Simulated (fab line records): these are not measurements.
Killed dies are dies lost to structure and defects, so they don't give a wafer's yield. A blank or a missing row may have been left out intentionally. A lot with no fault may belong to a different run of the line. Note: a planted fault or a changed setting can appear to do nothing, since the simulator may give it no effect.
A single fault, viewed from 3 desks	flow n5-finfet	each desk holds nothing but its own numbers, with what lay behind them at the end

THE METROLOGY DESK
What the gauges read for every lot (on any tool): the sampled wafers with a number, averaged. The brackets show how far a lot's mean lies from the usual mean; more than 4 standard deviations puts the lot out of limits, marked OUT.
Columns: A = cd-nm at N5_BEOL_M13_CD_MEAS_10, usual 188.8 nm; B = cd-nm at N5_BEOL_M13_CD_MEAS_28, usual 210.4 nm
lot	first seen here	A	B
L468	day 10 16:05	189.2	210.5
L470	day 11 02:33	190.0	209.8
L469	day 11 03:17	188.4	210.8
L471	day 11 11:52	187.6	210.6
L472	day 12 04:07	188.1	209.7
L484	day 14 22:21	187.6	210.0
L481	day 14 22:31	189.5	216.4 (+7.2) OUT
L483	day 15 08:58	188.4	214.3 (+4.7) OUT
L486	day 15 09:31	188.0	211.6
L488	day 16 03:22	188.6	210.1
L487	day 16 03:28	188.0	211.3
This desk finds L481, L483 out of limits, L481 being first, at day 14 23:42 (cd-nm at N5_BEOL_M13_CD_MEAS_28). In limits: L468, L470, L469, L471, L472, L484, L486, L488, L487.

DESK OF THE TOOL OWNER: krf-scanner-01
The tool's own readings at N5_BEOL_M13_EXPOSE_25 (exposes mask M13, target cd 210 nm): means of the sampled wafers that have a number, for each lot that ran on this tool. The brackets show how far a lot's mean lies from the usual mean; more than 4 standard deviations puts the lot out of limits, marked OUT.
Columns: A = exposure-dose-mJ-cm2 at N5_BEOL_M13_EXPOSE_25, usual 21.991
lot	first seen here	A
L468	day 10 17:07	21.987
L469	day 11 04:11	22.011
L471	day 11 12:40	21.971
L472	day 12 04:53	21.996
L481	day 14 23:32	23.181 (+50) OUT
L483	day 15 09:45	22.788 (+33) OUT
This desk finds L481, L483 out of limits, L481 being first, at day 14 23:32 (exposure-dose-mJ-cm2 at N5_BEOL_M13_EXPOSE_25). In limits: L468, L469, L471, L472.

THE DEFECT DESK
Counts from the inspections along the route, per lot, as means over the sampled wafers that have a number. The brackets show how far a lot's mean lies from the usual mean; more than 4 standard deviations puts the lot out of limits, marked OUT.
Columns: A = raw-defect-count at N5_BEOL_M12_INSPECT_55, usual 73
lot	first seen here	A
L468	day 10 15:28	49
L470	day 11 02:04	64
L469	day 11 02:41	59
L471	day 11 11:23	104
L472	day 11 23:19	77
L484	day 14 21:44	63
L481	day 14 21:49	92
L483	day 15 08:21	64
L486	day 15 08:54	85
L488	day 16 02:50	89
L487	day 16 02:59	68
This desk found nothing out of limits on any of the 11 lots.

PUT TOGETHER
An alarm could have come from the tool owner's desk at day 14 23:32, on L481, L483.
Metrology desk: alarm possible at day 14 23:42 on L481, L483.
Nothing the defect desk looked at was out of limits.
The defect desk has L481, L483 on record, within its limits.
Every lot named ran N5_BEOL_M13_EXPOSE_25 on krf-scanner-01.

WHAT THE SIMULATOR HAD INSERTED
Drift in process parameters on krf-scanner-01 at N5_BEOL_M13_EXPOSE_25, starting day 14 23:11. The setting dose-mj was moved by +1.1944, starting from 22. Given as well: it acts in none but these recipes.
Struck lots among those shown: L481, L483.
Delay (hours) between the fault's onset and each desk's first out-of-limits reading: 0 at the tool owner's desk, 1 at the metrology desk.
